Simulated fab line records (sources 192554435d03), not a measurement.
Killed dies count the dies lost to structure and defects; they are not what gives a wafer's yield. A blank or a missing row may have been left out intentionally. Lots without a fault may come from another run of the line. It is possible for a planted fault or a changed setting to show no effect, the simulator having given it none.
Matching of chambers || flow n5 finfet || N5_BEOL_M2_DEP_57 on pecvd-03 has 3 sister chambers
The step deposits SiCN from 3MS/NH3, target thk 8 nm, time 14 s. 6 wafers are shown with their chamber, then 10 later ones without.

== WAFERS WITH THEIR CHAMBER ==
{"wafer": "L088.6", "chamber": 0, "showerhead plenum p Torr (Torr)": 3.654, "throttle valve pct (%)": 8.5}
{"wafer": "L089.1", "chamber": 1, "showerhead plenum p Torr (Torr)": 3.697, "throttle valve pct (%)": 9.2}
{"wafer": "L089.3", "chamber": 2, "showerhead plenum p Torr (Torr)": 3.657, "throttle valve pct (%)": 8.3}
{"wafer": "L089.5", "chamber": 2, "showerhead plenum p Torr (Torr)": 3.661, "throttle valve pct (%)": 8.5}
{"wafer": "L090.2", "chamber": 1, "showerhead plenum p Torr (Torr)": 3.703, "throttle valve pct (%)": 9.1}
{"wafer": "L090.4", "chamber": 0, "showerhead plenum p Torr (Torr)": 3.666, "throttle valve pct (%)": 9.1}

== WAFERS WITHOUT THEIR CHAMBER ==
{"wafer": "L090.6", "showerhead plenum p Torr (Torr)": 3.697, "throttle valve pct (%)": 9.0}
{"wafer": "L093.2", "showerhead plenum p Torr (Torr)": 3.661, "throttle valve pct (%)": 8.8}
{"wafer": "L093.4", "showerhead plenum p Torr (Torr)": 3.659, "throttle valve pct (%)": 8.4}
{"wafer": "L093.5", "showerhead plenum p Torr (Torr)": 3.661, "throttle valve pct (%)": 8.2}
{"wafer": "L094.2", "showerhead plenum p Torr (Torr)": 3.657, "throttle valve pct (%)": 8.3}
{"wafer": "L094.4", "showerhead plenum p Torr (Torr)": 3.697, "throttle valve pct (%)": 9.1}
{"wafer": "L094.6", "showerhead plenum p Torr (Torr)": 3.660, "throttle valve pct (%)": 8.9}
{"wafer": "L097.4", "showerhead plenum p Torr (Torr)": 3.698, "throttle valve pct (%)": 9.3}
{"wafer": "L097.5", "showerhead plenum p Torr (Torr)": 3.654, "throttle valve pct (%)": 8.6}
{"wafer": "L097.6", "showerhead plenum p Torr (Torr)": 3.666, "throttle valve pct (%)": 8.4}

== WHICH CHAMBER EACH WENT THROUGH ==
{"wafer": "L090.6", "from the rows above": 1, "in truth": 1}
{"wafer": "L093.2", "from the rows above": "can't be placed: 0 or 2", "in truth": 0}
{"wafer": "L093.4", "from the rows above": "can't be placed: 2 or 0", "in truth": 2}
{"wafer": "L093.5", "from the rows above": "can't be placed: 2 or 0", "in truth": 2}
{"wafer": "L094.2", "from the rows above": "can't be placed: 2 or 0", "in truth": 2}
{"wafer": "L094.4", "from the rows above": 1, "in truth": 1}
{"wafer": "L094.6", "from the rows above": "can't be placed: 0 or 2", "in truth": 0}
{"wafer": "L097.4", "from the rows above": 1, "in truth": 1}
{"wafer": "L097.5", "from the rows above": "can't be placed: 2 or 0", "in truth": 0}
{"wafer": "L097.6", "from the rows above": "can't be placed: 2 or 0", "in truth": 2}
3 of 10 placed correctly. Cannot be placed on the basis of these rows: 7; the candidates contain the true chamber in 7. Wrongly placed: 0.
How it was worked out, from the rows above alone: a wafer's distance from a chamber is the root of the sum, over the readings, of the square of ((its reading less the chamber's mean) divided by the reading's scatter). The wafer belongs to the nearest chamber; if the next one is less than 2 further off, it can't be placed. A chamber's mean is the mean of its shown wafers. The scatter: the root of (the sum of the squares of (reading less its chamber's mean) over the shown wafers, divided by (wafers less chambers)).
